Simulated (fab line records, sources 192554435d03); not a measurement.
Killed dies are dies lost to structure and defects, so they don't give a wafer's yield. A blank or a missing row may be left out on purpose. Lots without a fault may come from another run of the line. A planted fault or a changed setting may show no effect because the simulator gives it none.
A struck lot beside a sound one | flow n5_finfet | 15 steps out of a route of 1938
Sound: wafers L409.2, L409.3, L409.4. Struck: wafer L420.5. (L420.2, L420.4 of the same lot were not struck and are left out.) The cause comes at the end.
At each step with rows: each side's tool, then ch and its chambers, then its first start. Under that, the readings that differ: sound wafers | struck wafers | difference of the means | sigmas: that difference in standard deviations of wafers without a fault.
alike: readings whose means differ by less than 2 such deviations, and words and numbers that are the same on both sides. not compared: withheld readings, readings that some wafer has no value for, bounds like >300 that may hide the same value, and numbers for which the record gives no deviation and whose values overlap.
The two part at a step that has a row with sigmas, a row that says differs or no value, or rows on one side only. Numbers that don't overlap but have no deviation are shown without sigmas and don't part them. A reading that every wafer of one side lacks parts them only if that side has two wafers or more.

first, 6 steps without rows for these wafers: N5_BEOL_M6_COAT_22 (resist thk 30 nm); N5_BEOL_M6_EBR_24; N5_BEOL_M6_SOFTBAKE_23 (time 60 s); N5_BEOL_M6_EXPOSE_25 (exposes mask V5, target cd 40 nm); N5_BEOL_M6_PEB_26 (peb time 60 s); N5_BEOL_M6_DEVELOP_27 (develop time 30 s).
N5_BEOL_M6_CD_MEAS_28: target cd 40 nm.
  sound on cd_sem-02 ch 0, day 9 14:17; struck on cd_sem-01 ch 0, day 12 17:53
  alike: cd_nm
N5_BEOL_M6_OVL_MEAS_29:
  sound on overlay-01 ch 0, day 9 14:19; struck on overlay-02 ch 0, day 12 17:55
  reading     | sound       | struck | difference | sigmas
  V5_OVL (nm) | 0.2 0.5 0.5 | -1.0   | -1.4       | -2
N5_BEOL_M6_INSPECT_30: inspects for defects (brightfield).
  sound on defect_inspect-02, day 9 14:22; struck on defect_inspect-01, day 12 17:59
  alike: raw_defect_count
N5_BEOL_M6_DESCUM_33: chemistry O2, time 7 s.
  sound on rie_diel-05 ch 0,1,3, day 9 14:41; struck on rie_diel-03 ch 1, day 12 18:19
  alike: chamber_pressure_mTorr, drypump_motor_current_A, oes_product_au, rf_vpp_V, showerhead_plenum_p_Torr, throttle_valve_pct
  not compared: rf_hours_counter_h
N5_BEOL_M6_ETCH_72: etches underlayer in N2/H2, target depth 6.5 nm, time 5.2 s.
  sound on rie_diel-05 ch 0,1,3, day 9 14:44; struck on rie_diel-03 ch 1, day 12 18:22
  reading               | sound          | struck | difference | sigmas
  oes_product_au (a.u.) | 0.75 0.73 0.60 | 0.85   | +0.16      | +2
  alike: bias_w, chamber_pressure_mTorr, drypump_motor_current_A, etch_rf_on_time_s, rf_vpp_V, showerhead_plenum_p_Torr, throttle_valve_pct
  not compared: rf_hours_counter_h
N5_BEOL_M6_ETCH_65: etches SiARC in CF4, target depth 15.6 nm, time 26 s.
  sound on rie_diel-05 ch 0,1,3, day 9 14:44; struck on rie_diel-03 ch 1, day 12 18:22
  reading               | sound          | struck | difference | sigmas
  oes_product_au (a.u.) | 0.74 0.72 0.61 | 0.85   | +0.16      | +2
  alike: bias_w, chamber_pressure_mTorr, drypump_motor_current_A, etch_rf_on_time_s, rf_vpp_V, showerhead_plenum_p_Torr, throttle_valve_pct
  not compared: rf_hours_counter_h
N5_BEOL_M6_ETCH_66: etches SOC in N2/H2, target depth 80 nm, overetch 16 nm, time 120 s.
  sound on rie_diel-05 ch 0,1,3, day 9 14:46; struck on rie_diel-03 ch 1, day 12 18:24
  reading                                    | sound             | struck | difference | sigmas
  bias_w (W)                                 | 150.0 150.9 150.3 | 159.5  | +9.1       | +21
  rf_vpp_V (V)                               | 522.3 524.3 526.2 | 543.5  | +19.2      | +8
  model.SiARC_of_BEOL_M6_COAT_64.thk_nm (nm) | 6.8 6 6.2         | 5.8    | -0.5       |
  alike: chamber_pressure_mTorr, drypump_motor_current_A, oes_product_au, showerhead_plenum_p_Torr, throttle_valve_pct
  not compared: rf_hours_counter_h
then, 1 step without rows for these wafers: N5_BEOL_M6_STRIP_69 (strips in N2/H2).
-- the record jumps here: 3 days lie between the struck wafers' starts before and after (it left off in module BEOL_M6 and takes up again in module PASSIVATION, whose first step shown is number 1936 of the route) --
N5_PASSIVATION_PROBE_49:
  sound on prober-02, day 13 00:17; struck on prober-02, day 16 00:17
  alike: defect_limited_yield, killed_at_M0_to_M3, killed_at_M4_up, killed_at_contacts, killed_at_front_end, killed_at_other, killed_dies, killed_open, killed_short, sort_bin_5_function, sort_bin_6_memory, sort_n_pass, sort_yield_pct

WHERE THEY PART
First at N5_BEOL_M6_OVL_MEAS_29; last, within this record, at N5_BEOL_M6_ETCH_66. Later steps at which nothing parts them and some readings are alike: N5_PASSIVATION_PROBE_49.

WHY: what the simulator had put in
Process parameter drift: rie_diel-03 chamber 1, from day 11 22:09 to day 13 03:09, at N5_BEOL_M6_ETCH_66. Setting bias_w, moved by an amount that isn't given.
